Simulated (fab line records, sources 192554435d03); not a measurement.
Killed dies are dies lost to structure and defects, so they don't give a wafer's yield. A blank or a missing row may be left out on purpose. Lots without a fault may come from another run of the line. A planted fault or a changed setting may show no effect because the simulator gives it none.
Chamber matching | flow n5_finfet | N5_BEOL_M0_SAQP_STRIP_108 on rie_diel-06: 4 sister chambers
The step strips in N2/H2. 14 wafers are shown with their chamber, then 7 later ones without.

WAFERS WITH THEIR CHAMBER
wafer  | chamber | showerhead_plenum_p_Torr (Torr) | throttle_valve_pct (%) | oes_product_au (a.u.)
L074.1 | 1       | 3.26                            | 18.71                  | 0.77
L074.2 | 0       | 3.42                            | 19.10                  | 0.96
L074.6 | 0       | 3.42                            | 19.11                  | 0.95
L083.1 | 2       | 3.19                            | 19.02                  | 0.71
L083.4 | 1       | 3.25                            | 18.74                  | 0.77
L083.5 | 0       | 3.42                            | 19.15                  | 0.92
L084.4 | 3       | 3.48                            | 18.93                  | 0.73
L084.5 | 1       | 3.25                            | 18.74                  | 0.76
L084.6 | 0       | 3.41                            | 19.13                  | 0.91
L086.2 | 2       | 3.19                            | 19.00                  | 0.70
L086.3 | 0       | 3.41                            | 19.13                  | 0.91
L086.4 | 1       | 3.25                            | 18.74                  | 0.76
L087.2 | 1       | 3.25                            | 18.75                  | 0.76
L087.3 | 2       | 3.19                            | 19.03                  | 0.70

SIGNATURES (means of the wafers above)
reading                  | chamber 0 | chamber 1 | chamber 2 | chamber 3 | scatter within a chamber
showerhead_plenum_p_Torr | 3.4160    | 3.2520    | 3.1900    | 3.4800    | 0.00447
throttle_valve_pct       | 19.1240   | 18.7360   | 19.0167   | 18.9300   | 0.017
oes_product_au           | 0.9300    | 0.7640    | 0.7033    | 0.7300    | 0.0154
Rule: a wafer's distance from a chamber is the root of the sum, over the readings, of the square of ((its reading less the chamber's mean) divided by the reading's scatter). The wafer belongs to the nearest chamber; if the next one is less than 2 further off, it can't be placed. The scatter: the root of (the sum of the squares of (reading less its chamber's mean) over the shown wafers, divided by (wafers less chambers)).

WAFERS WITHOUT THEIR CHAMBER
wafer  | showerhead_plenum_p_Torr (Torr) | throttle_valve_pct (%) | oes_product_au (a.u.)
L087.4 | 3.48                            | 18.94                  | 0.71
L089.2 | 3.25                            | 18.75                  | 0.77
L089.4 | 3.25                            | 18.75                  | 0.77
L089.5 | 3.41                            | 19.16                  | 0.90
L097.2 | 3.47                            | 18.97                  | 0.71
L097.4 | 3.18                            | 19.04                  | 0.70
L097.6 | 3.47                            | 18.97                  | 0.71

WHICH CHAMBER EACH WENT THROUGH
wafer  | from the rows above | in truth
L087.4 | 3                   | 3
L089.2 | 1                   | 1
L089.4 | 1                   | 1
L089.5 | 0                   | 0
L097.2 | 3                   | 3
L097.4 | 2                   | 2
L097.6 | 3                   | 3
Placed correctly: 7 of 7. Can't be placed from these rows: 0. Placed wrongly: 0.
